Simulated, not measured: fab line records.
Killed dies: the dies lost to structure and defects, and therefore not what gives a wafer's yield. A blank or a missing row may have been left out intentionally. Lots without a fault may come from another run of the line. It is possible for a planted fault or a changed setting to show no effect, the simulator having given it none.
Chamber matching | flow n5 finfet | N5_BEOL_M8_ETCH_66 on rie diel-06 has 4 sister chambers
The step etches SOC in N2/H2, target depth 80 nm, overetch 16 nm, time 120 s. 16 wafers are shown with their chamber, then 8 later ones without.

WAFERS WITH THEIR CHAMBER
wafer  | chamber | drypump motor current A (A) | showerhead plenum p Torr (Torr) | throttle valve pct (%)
L074.4 | 3       | 6.6                         | 2.57                            | 18.08
L074.5 | 0       | 6.2                         | 2.48                            | 17.75
L074.6 | 1       | 4.9                         | 2.41                            | 17.86
L077.1 | 2       | 5.4                         | 2.45                            | 17.66
L077.2 | 0       | 6.3                         | 2.48                            | 17.78
L077.5 | 1       | 4.8                         | 2.41                            | 17.86
L079.3 | 0       | 6.3                         | 2.47                            | 17.78
L079.4 | 3       | 6.6                         | 2.57                            | 18.09
L079.5 | 2       | 5.4                         | 2.45                            | 17.68
L081.2 | 3       | 6.6                         | 2.57                            | 18.11
L081.4 | 0       | 6.2                         | 2.47                            | 17.79
L081.5 | 1       | 4.8                         | 2.41                            | 17.90
L086.3 | 3       | 6.6                         | 2.56                            | 18.12
L086.4 | 1       | 4.9                         | 2.40                            | 17.90
L086.5 | 0       | 6.2                         | 2.47                            | 17.82
L091.1 | 2       | 5.4                         | 2.44                            | 17.71

SIGNATURES, as means of the wafers listed above
reading                  | chamber 0 | chamber 1 | chamber 2 | chamber 3 | scatter within a chamber
drypump motor current A  | 6.240     | 4.850     | 5.400     | 6.600     | 0.0428
showerhead plenum p Torr | 2.4740    | 2.4075    | 2.4467    | 2.5675    | 0.0053
throttle valve pct       | 17.7840   | 17.8800   | 17.6833   | 18.1000   | 0.0231
Rule: a wafer lies at a distance from a chamber equal to the root of the sum of squares, over the readings, of (its reading less the chamber's mean, divided by the reading's scatter). If the next closest chamber is less than 2 further off than the closest, the wafer can't be placed; otherwise it belongs to the closest. The scatter is the square root of a quotient: the sum, over the shown wafers, of each reading's squared deviation from its chamber's mean, divided by wafers minus chambers.

WAFERS WITH NO CHAMBER GIVEN
wafer  | drypump motor current A (A) | showerhead plenum p Torr (Torr) | throttle valve pct (%)
L091.2 | 6.6                         | 2.56                            | 18.11
L091.3 | 6.2                         | 2.46                            | 17.83
L093.2 | 4.8                         | 2.40                            | 17.93
L093.3 | 6.3                         | 2.46                            | 17.83
L093.4 | 5.5                         | 2.43                            | 17.73
L097.2 | 6.6                         | 2.55                            | 18.17
L097.4 | 5.4                         | 2.43                            | 17.73
L097.5 | 6.6                         | 2.55                            | 18.13

CHAMBER TAKEN BY EACH
wafer  | from the rows above | in truth
L091.2 | 3                   | 3
L091.3 | 0                   | 0
L093.2 | 1                   | 1
L093.3 | 0                   | 0
L093.4 | 2                   | 2
L097.2 | 3                   | 3
L097.4 | 2                   | 2
L097.5 | 3                   | 3
Placed correctly: 8 of 8. From these rows, 0 cannot be placed. Number placed wrongly: 0.
